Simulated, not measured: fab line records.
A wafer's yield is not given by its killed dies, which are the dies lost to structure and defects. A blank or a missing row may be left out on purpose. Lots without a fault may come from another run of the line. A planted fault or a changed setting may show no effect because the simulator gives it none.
fab line records	flow n5_finfet
record lots=7	wafers=21
route steps=1938 shown BEOL_M13@1685 BEOL_M14@1716 BEOL_M15@1801 MIM_BOT@1833 PASSIVATION@1910
start_h: hours from the record's first day to the start of the lot's first wafer shown	wait_h: time in hours since the lot's previous step	" repeats the value in the row above	L1.1+2: a single row standing in for several wafers	- either no value or no given start	* or withheld: withheld	< > ~ a bound
route shown NAME@n: NAME is a module with steps in the file, n the number in the route of the first one	usual: mean and standard deviation over wafers with no fault	same: alike in all rows	chamber/n: place in a boat	sites: each site's reading	_std_site: the values' standard deviation	_edge_site: mean of outer sites minus mean of inner sites	radius_mm: how far each site lies from the wafer's centre	mask NAME#n: copy n	behind: the most recent tool/chamber to have shaped the wafer	hold: why the lot was held/for how many hours/how that ended	device: which transistor (n, p or np) failed to switch	end of line: tests run on the same wafers once the route is complete	a step given without rows: its recipe and nothing more	killed: at the first sort, the dies lost to defects and structure; wafer yield is something else	map: per-die view of a wafer (x killed, . not killed, _ where there is no die)
set.NAME: setting as actually run; set.NAME@STEP: the setting as run at that earlier step	model.NAME: the simulator's own value behind a step, which no gauge read
lots whose settings were changed on purpose; a table a step, a row a wafer
## steps
# step N5_BEOL_M13_EXPOSE_25
# recipe mask_id=M13	na=0.93	source_shape=conventional	sigma_outer=0.4	polarization=unpolarized	target_cd_nm=210	dose_mj=22
lot.wafer	tool	chamber	start_h	wait_h	mask	set.dose_mj
L074.1+6	krf_scanner-01	0	279.83	-	M13#0	22
L074.2	"	0	"	"	M13#0	23.33
L076.1	krf_scanner-02	0	312.38	-	M13#0	22
L076.3+6	"	0	"	"	M13#0	23.28
L079.2+4+6	krf_scanner-02	0	313.37	-	M13#0	22
L081.3+4+6	krf_scanner-02	0	320.68	-	M13#0	22
L095.1+5	krf_scanner-01	0	430.23	-	M13#0	22
L095.4	"	0	"	"	M13#0	20.56
L097.1+2+5	krf_scanner-02	0	439.95	-	M13#0	22
L094.1+3+6	krf_scanner-02	0	446.47	-	M13#0	22
# step N5_BEOL_M13_PEB_26
# recipe peb_temp_c=130	peb_time_s=90
# step N5_BEOL_M13_DEVELOP_27
# recipe develop_time_s=45	rinse_liquid=diw	dry=air_spin	dev_temp_c=21
# step N5_BEOL_M13_HARDBAKE_32
# recipe temp_c=130	time_s=120
# step N5_BEOL_M13_CD_MEAS_28
# recipe target_cd_nm=209.5	landing_energy_ev=500	detector=se_inlens
# usual cd_nm=209.5/0.88
lot.wafer	tool	chamber	start_h	wait_h	set.dose_mj@BEOL_M13_EXPOSE_25	cd_nm
L074.1	cd_sem-01	0	280.00	-	22	210.9
L074.2	"	0	"	"	23.33	216.9
L074.6	"	0	"	"	22	210.7
L076.1	cd_sem-01	0	312.55	-	22	209.1
L076.3	"	0	"	"	23.28	215.9
L076.6	"	0	"	"	23.28	215.0
L079.2	cd_sem-02	0	313.54	-	22	209.6
L079.4	"	0	"	"	22	210.0
L079.6	"	0	"	"	22	210.6
L081.3	cd_sem-02	0	320.84	-	22	209.8
L081.4	"	0	"	"	22	210.3
L081.6	"	0	"	"	22	209.7
L095.1	cd_sem-03	0	430.41	-	22	208.5
L095.4	"	0	"	"	20.56	201.3
L095.5	"	0	"	"	22	208.5
L097.1	cd_sem-03	0	440.13	-	22	208.8
L097.2	"	0	"	"	22	210.0
L097.5	"	0	"	"	22	209.5
L094.1	cd_sem-02	0	446.64	-	22	208.4
L094.3	"	0	"	"	22	207.8
L094.6	"	0	"	"	22	209.1
# step N5_BEOL_M13_DESCUM_33
# recipe chemistry=O2	time_s=7.9	source_power_w=50	bias_power_w=20	pressure_mtorr=20	rf_frequency_hz=2.712e+07	temp_c=40	o2_flow_sccm=225
lot.wafer	tool	chamber	start_h	wait_h	set.dose_mj@BEOL_M13_EXPOSE_25	model.BEOL_M13.cd_nm
L074.1+6	rie_diel-05	3	280.09	0.0	22	210.6
L074.2	"	2	"	"	23.33	216.8
L076.1	rie_diel-05	2	312.73	0.1	22	209.4
L076.3	"	0	"	"	23.28	216
L076.6	"	1	"	"	23.28	214.8
L079.2+4	rie_diel-02	0,3	313.70	0.1	22	210
L079.6	"	1	"	"	22	210.4
L081.3	rie_diel-03	2	320.93	0.0	22	209.8
L081.4	"	0	"	"	22	210.6
L081.6	"	2	"	"	22	209.6
L095.1	rie_diel-03	3	430.55	0.1	22	208.4
L095.4	"	1	"	"	20.56	201.6
L095.5	"	2	"	"	22	208.8
L097.1	rie_diel-03	2	440.21	0.0	22	209.2
L097.2	"	0	"	"	22	209.8
L097.5	"	1	"	"	22	209.6
L094.1	rie_diel-02	1	446.81	0.0	22	208.6
L094.3	"	3	"	"	22	207.8
L094.6	"	0	"	"	22	209.4
# step N5_BEOL_M13_ETCH_68
# recipe chemistry=N2/H2	target=SOC	mask_material=SiARC	source_w=3000	bias_w=350	temp_c=40	time_s=355	ion_energy_ev=200	pressure_mtorr=30	n2_flow_sccm=200	h2_flow_sccm=200
lot.wafer	tool	chamber	start_h	wait_h	set.time_s	model.SiARC_of_BEOL_M13_COAT_66.thk_nm
L074.1	rie_diel-05	3	280.27	0.1	355	77.2
L074.2	"	2	"	"	431.9	69.8
L074.6	"	3	"	"	355	77.4
L076.1	rie_diel-05	2	312.91	0.1	355	76.6
L076.3	"	0	"	"	276.9	84.6
L076.6	"	1	"	"	355	76.2
L079.2	rie_diel-02	0	313.88	0.1	331.2	79
L079.4	"	3	"	"	355	77.4
L079.6	"	1	"	"	331.2	79.4
L081.3+4	rie_diel-03	2,0	321.11	0.1	355	77.2
L081.6	"	2	"	"	355	77.6
L095.1+4	rie_diel-03	3,1	430.74	0.1	355	77.2
L095.5	"	2	"	"	355	76
L097.1	rie_diel-03	2	440.40	0.1	412	71.4
L097.2	"	0	"	"	355	78.2
L097.5	"	1	"	"	412	72.8
L094.1	rie_diel-02	1	446.99	0.1	309.6	82.2
L094.3	"	3	"	"	355	76.2
L094.6	"	0	"	"	309.6	81.6
# step N5_BEOL_M13_STRIP_69
# recipe chemistry=N2/H2	temp_c=40	n2_flow_sccm=200	h2_flow_sccm=200	rf_frequency_hz=6e+07
# step N5_BEOL_M13_TRENCH_ETCH_34
# recipe chemistry=C4F8/O2/Ar	target=SiOC	target_depth_a=4134.7	mask_material=SOC	pressure_mtorr=30	source_w=3000	bias_w=700	Ar_flow_sccm=400	C4F8_flow_sccm=15	O2_flow_sccm=8	he_inner_torr=15	he_outer_torr=30	time_s=162.6	ion_energy_ev=250
lot.wafer	tool	chamber	start_h	wait_h	set.dose_mj@BEOL_M13_EXPOSE_25	model.BEOL_M13.cd_nm
L074.1	rie_diel-05	3	280.49	0.0	22	211.8
L074.2	"	2	"	"	23.33	218.8
L074.6	"	3	"	"	22	211.4
L076.1	rie_diel-05	2	313.14	0.0	22	210.2
L076.3	"	0	"	"	23.28	215.2
L076.6	"	1	"	"	23.28	214.8
L079.2	rie_diel-02	0	314.10	0.0	22	208.2
L079.4	"	3	"	"	22	208.4
L079.6	"	1	"	"	22	210.2
L081.3+6	rie_diel-03	2	321.33	0.0	22	209.8
L081.4	"	0	"	"	22	212
L095.1	rie_diel-03	3	430.96	0.0	22	209
L095.4	"	1	"	"	20.56	201
L095.5	"	2	"	"	22	207.4
L097.1	rie_diel-03	2	440.62	0.0	22	210.8
L097.2	"	0	"	"	22	210
L097.5	"	1	"	"	22	210.2
L094.1	rie_diel-02	1	447.22	0.0	22	207.6
L094.3	"	3	"	"	22	208.6
L094.6	"	0	"	"	22	208.8
# step N5_BEOL_M13_SPUTTER_44
# recipe material=Ta	target_thk_a=100	temp_c=50	bias_v=80	power_w=15000	chamber_pressure_pa=0.07	time_s=16.13
lot.wafer	tool	chamber	start_h	wait_h	set.time_s	model.Ta_of_BEOL_M13_SPUTTER_44.thk_nm
L074.1+2	pvd_sputter-01	-	283.08	0.0	18.05	11.2
L074.6	"	-	"	"	18.05	11
L076.1+6	pvd_sputter-02	-	313.81	0.0	16.13	10
L076.3	"	-	"	"	16.13	9.8
L079.2+4	pvd_sputter-01	-	316.95	0.0	16.13	10
L079.6	"	-	"	"	17.23	10.6
L081.3+4	pvd_sputter-02	-	326.85	0.0	16.13	10
L081.6	"	-	"	"	16.13	10.2
L095.1	pvd_sputter-03	-	433.49	0.0	14.49	8.8
L095.4+5	"	-	"	"	16.13	9.8
L097.1+5	pvd_sputter-01	-	443.24	0.0	16.13	10
L097.2	"	-	"	"	14.45	9
L094.1	pvd_sputter-02	-	452.36	0.0	14.93	9.4
L094.3	"	-	"	"	14.93	9.6
L094.6	"	-	"	"	16.13	10.2
# step N5_BEOL_M14_ILD_DEP_00
# recipe material=SiO2	target_thk_a=11193	temp_c=400	precursor=TEOS/O2	pressure_torr=6.5	rf_w=900	teos_flow_sccm=161.4	gas=O2	flow_sccm=2650	time_s=237.4
lot.wafer	tool	chamber	start_h	wait_h	set.temp_c	model.SiO2_of_BEOL_M14_ILD_DEP_00.thk_nm
L074.1	pecvd-02	2	284.56	0.0	392.1	1160
L074.2	"	1	"	"	400	1110
L074.6	"	2	"	"	400	1136
L076.1	pecvd-02	1	314.97	0.0	400	1108
L076.3	"	2	"	"	400	1106
L076.6	"	2	"	"	392.8	1178
L079.2	pecvd-02	2	318.19	0.0	393.3	1173
L079.4	"	0	"	"	400	1145
L079.6	"	2	"	"	393.3	1178
L081.3	pecvd-03	0	328.08	0.0	400	1105
L081.4	"	0	"	"	400	1123
L081.6	"	1	"	"	400	1120
L095.1	pecvd-01	1	434.64	0.0	394.8	1157
L095.4	"	1	"	"	394.8	1163
L095.5	"	2	"	"	400	1132
L097.1	pecvd-01	1	444.58	0.0	400	1098
L097.2	"	2	"	"	400	1103
L097.5	"	2	"	"	407.3	1064
L094.1	pecvd-01	2	453.59	0.0	400	1099
L094.3	"	1	"	"	405	1058
L094.6	"	2	"	"	405	1083
# step N5_BEOL_M14_THK_MEAS_01
# recipe reads=SiO2_of_BEOL_M14_ILD_DEP_00
# usual M14_ILD_THK=1121/13
lot.wafer	tool	chamber	start_h	wait_h	set.temp_c@BEOL_M14_ILD_DEP_00	M14_ILD_THK[nm]
L074.1	film_metro-02	-	284.75	0.1	392.1	1159
L074.2	"	-	"	"	400	1110
L074.6	"	-	"	"	400	1137
L076.1	film_metro-02	-	315.16	0.1	400	1108
L076.3	"	-	"	"	400	1106
L076.6	"	-	"	"	392.8	1178
L079.2	film_metro-01	-	318.38	0.1	393.3	1173
L079.4	"	-	"	"	400	1145
L079.6	"	-	"	"	393.3	1179
L081.3	film_metro-01	-	328.27	0.1	400	1105
L081.4	"	-	"	"	400	1123
L081.6	"	-	"	"	400	1119
L095.1	film_metro-01	-	434.83	0.1	394.8	1157
L095.4	"	-	"	"	394.8	1163
L095.5	"	-	"	"	400	1132
L097.1	film_metro-01	-	444.77	0.1	400	1098
L097.2	"	-	"	"	400	1102
L097.5	"	-	"	"	407.3	1063
L094.1	film_metro-01	-	453.78	0.1	400	1099
L094.3	"	-	"	"	405	1058
L094.6	"	-	"	"	405	1082
# step N5_BEOL_M14_COAT_58
# recipe resist=BARC	temp_c=205	time_s=60	spin_rpm=1500	resist_thk_nm=89
# step N5_BEOL_M14_COAT_04
# recipe spin_rpm=1704	resist_thk_nm=800
# step N5_BEOL_M14_DESCUM_15
# recipe chemistry=O2	time_s=7.9	source_power_w=50	bias_power_w=20	pressure_mtorr=20	rf_frequency_hz=2.712e+07	temp_c=40	o2_flow_sccm=225
# step N5_BEOL_M14_ETCH_59
# recipe chemistry=N2/H2	target=BARC	target_depth_a=890	overetch_a=267	time_s=67.9	ion_energy_ev=200	pressure_mtorr=30	source_w=840	bias_w=150	n2_flow_sccm=200	h2_flow_sccm=200
# step N5_BEOL_M14_VIA_ETCH_16
# recipe chemistry=C4F8/O2/Ar	target=SiO2	he_inner_torr=15	he_outer_torr=30	target_depth_a=12313	time_s=withheld	ion_energy_ev=800	pressure_mtorr=20	source_w=1905	bias_w=2040	Ar_flow_sccm=400	C4F8_flow_sccm=16	O2_flow_sccm=12	ends=cleared
lot.wafer	tool	chamber	start_h	wait_h	set.temp_c@BEOL_M14_ILD_DEP_00	model.etch.depth_nm	model.coat_of_BEOL_M14_COAT_04.thk_nm
L074.1	rie_diel-04	1	285.33	0.0	392.1	1160	448.4
L074.2	"	0	"	"	400	1110	461.2
L074.6	"	3	"	"	400	1136	451.8
L076.1	rie_diel-04	1	315.77	0.0	400	1108	457.8
L076.3	"	0	"	"	400	1106	458.8
L076.6	"	3	"	"	392.8	1178	442.8
L079.2	rie_diel-01	1	318.99	0.0	393.3	1173	442.2
L079.4	"	3	"	"	400	1145	450.6
L079.6	"	2	"	"	393.3	1178	440
L081.3	rie_diel-04	1	328.89	0.1	400	1105	455.2
L081.4	"	3	"	"	400	1123	448.4
L081.6	"	1	"	"	400	1120	454
L095.1	rie_diel-06	0	435.33	0.0	394.8	1157	441
L095.4	"	1	"	"	394.8	1163	442
L095.5	"	1	"	"	400	1132	448.8
L097.1	rie_diel-06	2	445.42	0.0	400	1098	455.6
L097.2	"	0	"	"	400	1103	455.2
L097.5	"	3	"	"	407.3	1064	468.2
L094.1	rie_diel-04	0	454.39	0.0	400	1099	456.4
L094.3	"	1	"	"	405	1058	468
L094.6	"	3	"	"	405	1083	459
# step N5_BEOL_M15_PEB_26
# recipe peb_temp_c=130	peb_time_s=90
lot.wafer	tool	chamber	start_h	wait_h	set.peb_time_s
L074.1+2	litho_track-03	0	294.31	0.1	90
L074.6	"	0	"	"	82.3
L076.1	litho_track-03	0	322.13	0.1	106.8
L076.3+6	"	0	"	"	90
L079.2+4	litho_track-01	0	327.63	0.0	90
L079.6	"	0	"	"	105.7
L081.3+4+6	litho_track-02	0	336.69	0.0	90
L095.1	litho_track-03	0	441.86	0.1	104.7
L095.4+5	"	0	"	"	90
L097.1+5	litho_track-01	0	452.18	0.1	90
L097.2	"	0	"	"	96.23
L094.1+3+6	litho_track-02	0	462.05	0.1	90
# step N5_BEOL_M15_DEVELOP_27
# recipe develop_time_s=45	rinse_liquid=diw	dry=air_spin	dev_temp_c=21
# step N5_BEOL_M15_HARDBAKE_32
# recipe temp_c=130	time_s=120
# step N5_BEOL_M15_CD_MEAS_28
# recipe target_cd_nm=407.6	landing_energy_ev=500	detector=se_inlens
# usual cd_nm=407.8/1.3
lot.wafer	tool	chamber	start_h	wait_h	set.peb_time_s@BEOL_M15_PEB_26	cd_nm
L074.1	cd_sem-01	0	294.43	-	90	405.0
L074.2	"	0	"	"	90	405.9
L074.6	"	0	"	"	82.3	402.9
L076.1	cd_sem-03	0	322.25	-	106.8	415.3
L076.3	"	0	"	"	90	409.2
L076.6	"	0	"	"	90	409.7
L079.2	cd_sem-03	0	327.75	-	90	407.7
L079.4	"	0	"	"	90	408.1
L079.6	"	0	"	"	105.7	413.3
L081.3	cd_sem-02	0	336.81	-	90	407.7
L081.4	"	0	"	"	90	408.8
L081.6	"	0	"	"	90	407.2
L095.1	cd_sem-01	0	441.97	-	104.7	413.9
L095.4	"	0	"	"	90	408.0
L095.5	"	0	"	"	90	409.1
L097.1	cd_sem-01	0	452.30	-	90	408.9
L097.2	"	0	"	"	96.23	410.3
L097.5	"	0	"	"	90	408.5
L094.1	cd_sem-01	0	462.17	-	90	408.9
L094.3	"	0	"	"	90	408.4
L094.6	"	0	"	"	90	410.0
# step N5_BEOL_M15_DESCUM_33
# recipe chemistry=O2	time_s=7.9	source_power_w=50	bias_power_w=20	pressure_mtorr=20	rf_frequency_hz=2.712e+07	temp_c=40	o2_flow_sccm=225
lot.wafer	tool	chamber	start_h	wait_h	set.peb_time_s@BEOL_M15_PEB_26	model.BEOL_M15.cd_nm
L074.1	rie_diel-03	0	294.52	0.0	90	405.2
L074.2	"	3	"	"	90	406
L074.6	"	3	"	"	82.3	402.4
L076.1	rie_diel-03	0	322.35	0.1	106.8	415
L076.3	"	2	"	"	90	409.2
L076.6	"	0	"	"	90	410
L079.2	rie_diel-05	3	327.87	0.1	90	407.8
L079.4	"	3	"	"	90	408.4
L079.6	"	1	"	"	105.7	413.4
L081.3	rie_diel-05	3	338.84	2.0	90	407.6
L081.4	"	3	"	"	90	409
L081.6	"	2	"	"	90	407
L095.1	rie_diel-05	1	442.06	0.0	104.7	414.2
L095.4	"	0	"	"	90	408.4
L095.5	"	2	"	"	90	409
L097.1	rie_diel-03	2	452.42	0.1	90	408.8
L097.2	"	3	"	"	96.23	410.2
L097.5	"	1	"	"	90	408.4
L094.1	rie_diel-03	1	462.54	0.3	90	408.6
L094.3	"	2	"	"	90	408.4
L094.6	"	2	"	"	90	410.2
# step N5_BEOL_M15_ETCH_61
# recipe chemistry=N2/H2	target=BARC	target_depth_a=890	overetch_a=267	time_s=67.9	ion_energy_ev=200	pressure_mtorr=30	source_w=840	bias_w=150	n2_flow_sccm=200	h2_flow_sccm=200
lot.wafer	tool	chamber	start_h	wait_h	set.peb_time_s@BEOL_M15_PEB_26	model.BEOL_M15.cd_nm
L074.1	rie_diel-03	0	294.55	0.0	90	397.4
L074.2	"	3	"	"	90	397.8
L074.6	"	3	"	"	82.3	394.2
L076.1	rie_diel-03	0	322.39	0.0	106.8	408
L076.3	"	2	"	"	90	402.2
L076.6	"	0	"	"	90	403.2
L079.2	rie_diel-05	3	327.91	0.0	90	400.8
L079.4	"	3	"	"	90	401.6
L079.6	"	1	"	"	105.7	406.8
L081.3	rie_diel-05	3	338.87	0.0	90	400.4
L081.4	"	3	"	"	90	402.2
L081.6	"	2	"	"	90	399.2
L095.1	rie_diel-05	1	442.10	0.0	104.7	407.2
L095.4	"	0	"	"	90	400.6
L095.5	"	2	"	"	90	401.4
L097.1	rie_diel-03	2	452.45	0.0	90	401
L097.2	"	3	"	"	96.23	402.4
L097.5	"	1	"	"	90	399.4
L094.1	rie_diel-03	1	462.57	0.0	90	400.2
L094.3	"	2	"	"	90	401.6
L094.6	"	2	"	"	90	403.2
# step N5_BEOL_M15_TRENCH_ETCH_34
# recipe chemistry=C4F8/O2/Ar	target=SiO2	target_depth_a=8729.3	he_inner_torr=15	he_outer_torr=30	time_s=199	ion_energy_ev=800	pressure_mtorr=20	source_w=1905	bias_w=2040	Ar_flow_sccm=400	C4F8_flow_sccm=16	O2_flow_sccm=12
# usual rf_vpp_V=2221/18
lot.wafer	tool	chamber	start_h	wait_h	set.bias_w	rf_vpp_V	model.etch.depth_nm
L074.1	rie_diel-03	0	294.60	0.0	2188	2338	895.7
L074.2	"	3	"	"	2040	2235	865.9
L074.6	"	3	"	"	2040	2235	860.7
L076.1	rie_diel-03	0	322.44	0.0	2398	2489	913.7
L076.3	"	2	"	"	2040	2222	866.2
L076.6	"	0	"	"	2398	2492	913.6
L079.2	rie_diel-05	3	327.96	0.0	2209	2363	883.6
L079.4	"	3	"	"	2209	2361	882.9
L079.6	"	1	"	"	2040	2236	880.1
L081.3	rie_diel-05	3	338.92	0.0	2040	2235	865.5
L081.4	"	3	"	"	2040	2235	866.4
L081.6	"	2	"	"	2040	2224	876.4
L095.1	rie_diel-05	1	442.15	0.0	1880	2107	851.3
L095.4	"	0	"	"	2040	2211	859.8
L095.5	"	2	"	"	1880	2099	856.4
L097.1	rie_diel-03	2	452.51	0.0	2040	2257	878.4
L097.2	"	3	"	"	2040	2234	853
L097.5	"	1	"	"	1897	2091	838.3
L094.1	rie_diel-03	1	462.62	0.0	2040	2201	865.3
L094.3	"	2	"	"	2271	2430	908
L094.6	"	2	"	"	2040	2259	880.8
# step N5_MIM_BOT_SPUTTER_00
# recipe material=TiN	target_thk_a=350	temp_c=200	power_w=3000	chamber_pressure_pa=0.49996	gas=Ar	reactive_partial_pa=0.37997	time_s=89.7
lot.wafer	tool	chamber	start_h	wait_h	set.time_s	model.TiN_of_MIM_BOT_SPUTTER_00.thk_nm
L074.1	pvd_sputter-03	-	302.90	0.0	89.7	34.6
L074.2	"	-	"	"	78.68	30.6
L074.6	"	-	"	"	78.68	30.8
L076.1	pvd_sputter-01	-	326.60	0.0	83.89	32.8
L076.3	"	-	"	"	89.7	35.2
L076.6	"	-	"	"	89.7	34.8
L079.2	pvd_sputter-02	-	335.43	0.0	83.5	32.2
L079.4	"	-	"	"	89.7	34.6
L079.6	"	-	"	"	83.5	32
L081.3+4	pvd_sputter-03	-	342.88	0.0	89.7	35
L081.6	"	-	"	"	89.7	35.2
L095.1	pvd_sputter-01	-	448.48	0.0	78.42	30.8
L095.4	"	-	"	"	89.7	35.2
L095.5	"	-	"	"	78.42	30.6
L097.1	pvd_sputter-02	-	455.65	0.0	96.65	37.8
L097.2	"	-	"	"	89.7	34.8
L097.5	"	-	"	"	89.7	34.6
L094.1	pvd_sputter-03	-	466.61	0.0	85.94	33.8
L094.3	"	-	"	"	89.7	35
L094.6	"	-	"	"	89.7	34.8
# step N5_PASSIVATION_ETCH_59
# recipe chemistry=Cl2/BCl3	target=TaN	target_depth_a=650	time_s=34.9	ion_energy_ev=100	pressure_mtorr=10	icp_w=900	bias_w=100	Cl2_flow_sccm=60	bcl3_flow_sccm=30
lot.wafer	tool	chamber	start_h	wait_h	set.time_s	model.etch.depth_nm
L074.1	rie_metal-03	0	311.00	0.3	34.9	65.72
L074.2	"	1	"	"	38.47	72.39
L074.6	"	0	"	"	38.47	73.31
L076.1	rie_metal-02	1	336.81	0.3	34.9	67.42
L076.3	"	1	"	"	34.9	67.51
L076.6	"	0	"	"	34.9	64.97
L079.2	rie_metal-02	1	344.55	0.3	29.83	56.62
L079.4	"	1	"	"	34.9	65.9
L079.6	"	1	"	"	34.9	66.22
L081.3	rie_metal-01	1	349.08	0.2	34.9	65.57
L081.4	"	0	"	"	34.9	66.99
L081.6	"	0	"	"	34.9	67.31
L095.1	rie_metal-01	1	457.04	0.3	34.9	65.45
L095.4	"	0	"	"	34.9	65.86
L095.5	"	0	"	"	34.9	66.5
L097.1	rie_metal-03	1	464.89	0.3	27.78	52.33
L097.2	"	0	"	"	27.78	52.35
L097.5	"	0	"	"	34.9	65.78
L094.1	rie_metal-01	0	474.33	0.3	29.71	56.61
L094.3	"	0	"	"	29.71	57.06
L094.6	"	0	"	"	29.71	56.73
## key
split step=N5_BEOL_M13_EXPOSE_25	setting=dose_mj	stated=22	by=wafer
response step=N5_BEOL_M13_CD_MEAS_28	reading=cd_nm	change=+1.06	per=1%	r=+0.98
response step=N5_BEOL_M13_DESCUM_33	reading=model.BEOL_M13.cd_nm	change=+1.04	per=1%	r=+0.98
response step=N5_BEOL_M13_TRENCH_ETCH_34	reading=model.BEOL_M13.cd_nm	change=+1.05	per=1%	r=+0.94
split step=N5_BEOL_M13_ETCH_68	setting=time_s	stated=355	by=wafer
response step=N5_BEOL_M13_ETCH_68	reading=model.SiARC_of_BEOL_M13_COAT_66.thk_nm	change=-0.37	per=1%	r=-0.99
split step=N5_BEOL_M13_SPUTTER_44	setting=time_s	stated=16.13	by=wafer
response step=N5_BEOL_M13_SPUTTER_44	reading=model.Ta_of_BEOL_M13_SPUTTER_44.thk_nm	change=+0.0953	per=1%	r=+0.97
split step=N5_BEOL_M14_ILD_DEP_00	setting=temp_c	stated=400	by=wafer
response step=N5_BEOL_M14_ILD_DEP_00	reading=model.SiO2_of_BEOL_M14_ILD_DEP_00.thk_nm	change=-23.7	per=1%	r=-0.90
response step=N5_BEOL_M14_THK_MEAS_01	reading=M14_ILD_THK	change=-23.7	per=1%	r=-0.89
response step=N5_BEOL_M14_VIA_ETCH_16	reading=model.etch.depth_nm	change=-23.7	per=1%	r=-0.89
response step=N5_BEOL_M14_VIA_ETCH_16	reading=model.coat_of_BEOL_M14_COAT_04.thk_nm	change=+6.14	per=1%	r=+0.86
split step=N5_BEOL_M15_PEB_26	setting=peb_time_s	stated=90	by=wafer
response step=N5_BEOL_M15_CD_MEAS_28	reading=cd_nm	change=+0.31	per=1%	r=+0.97
response step=N5_BEOL_M15_DESCUM_33	reading=model.BEOL_M15.cd_nm	change=+0.309	per=1%	r=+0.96
response step=N5_BEOL_M15_ETCH_61	reading=model.BEOL_M15.cd_nm	change=+0.329	per=1%	r=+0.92
split step=N5_BEOL_M15_TRENCH_ETCH_34	setting=bias_w	stated=2040	by=wafer
response step=N5_BEOL_M15_TRENCH_ETCH_34	reading=rf_vpp_V	change=+16	per=1%	r=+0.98
response step=N5_BEOL_M15_TRENCH_ETCH_34	reading=model.etch.depth_nm	change=+2.59	per=1%	r=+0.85
split step=N5_MIM_BOT_SPUTTER_00	setting=time_s	stated=89.7	by=wafer
response step=N5_MIM_BOT_SPUTTER_00	reading=model.TiN_of_MIM_BOT_SPUTTER_00.thk_nm	change=+0.346	per=1%	r=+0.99
split step=N5_PASSIVATION_ETCH_59	setting=time_s	stated=34.9	by=wafer
response step=N5_PASSIVATION_ETCH_59	reading=model.etch.depth_nm	change=+0.662	per=1%	r=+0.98
